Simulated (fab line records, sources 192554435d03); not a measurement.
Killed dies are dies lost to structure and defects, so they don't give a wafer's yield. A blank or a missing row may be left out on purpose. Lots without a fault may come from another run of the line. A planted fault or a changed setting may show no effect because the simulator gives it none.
Chamber matching | flow n5_finfet | N5_BEOL_M12_ETCH_67 on rie_diel-01: 4 sister chambers
The step etches SiARC in CF4, target depth 143 nm, time 238.3 s. 14 wafers are shown with their chamber, then 7 later ones without.

WAFERS WITH THEIR CHAMBER
wafer  | chamber | showerhead_plenum_p_Torr (Torr) | drypump_motor_current_A (A) | oes_product_au (a.u.)
L076.1 | 1       | 2.04                            | 5.8                         | 0.60
L076.2 | 0       | 2.17                            | 6.5                         | 0.68
L076.4 | 2       | 2.28                            | 5.1                         | 0.77
L075.3 | 2       | 2.28                            | 5.1                         | 0.77
L075.4 | 3       | 2.20                            | 5.7                         | 0.60
L075.6 | 1       | 2.04                            | 5.7                         | 0.59
L081.2 | 0       | 2.17                            | 6.5                         | 0.67
L081.3 | 1       | 2.03                            | 5.7                         | 0.58
L081.6 | 0       | 2.17                            | 6.5                         | 0.66
L083.1 | 2       | 2.28                            | 5.0                         | 0.76
L083.2 | 0       | 2.17                            | 6.5                         | 0.66
L083.5 | 1       | 2.03                            | 5.7                         | 0.59
L088.1 | 2       | 2.27                            | 5.1                         | 0.73
L088.3 | 0       | 2.16                            | 6.5                         | 0.65

SIGNATURES (means of the wafers above)
reading                  | chamber 0 | chamber 1 | chamber 2 | chamber 3 | scatter within a chamber
showerhead_plenum_p_Torr | 2.1680    | 2.0350    | 2.2775    | 2.2000    | 0.00505
drypump_motor_current_A  | 6.500     | 5.725     | 5.075     | 5.700     | 0.0387
oes_product_au           | 0.6640    | 0.5900    | 0.7575    | 0.6000    | 0.0134
Rule: a wafer's distance from a chamber is the root of the sum, over the readings, of the square of ((its reading less the chamber's mean) divided by the reading's scatter). The wafer belongs to the nearest chamber; if the next one is less than 2 further off, it can't be placed. The scatter: the root of (the sum of the squares of (reading less its chamber's mean) over the shown wafers, divided by (wafers less chambers)).

WAFERS WITHOUT THEIR CHAMBER
wafer  | showerhead_plenum_p_Torr (Torr) | drypump_motor_current_A (A) | oes_product_au (a.u.)
L088.6 | 2.27                            | 5.1                         | 0.73
L093.1 | 2.28                            | 5.7                         | 0.80
L093.5 | 2.28                            | 5.7                         | 0.80
L093.6 | 2.27                            | 5.0                         | 0.71
L094.2 | 2.19                            | 5.7                         | 0.83
L094.4 | 2.27                            | 5.0                         | 0.71
L094.6 | 2.16                            | 6.5                         | 0.64

WHICH CHAMBER EACH WENT THROUGH
wafer  | from the rows above | in truth
L088.6 | 2                   | 2
L093.1 | 2                   | 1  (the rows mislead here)
L093.5 | 2                   | 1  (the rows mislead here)
L093.6 | 2                   | 2
L094.2 | 3                   | 3
L094.4 | 2                   | 2
L094.6 | 0                   | 0
Placed correctly: 5 of 7. Can't be placed from these rows: 0. Placed wrongly: 2.
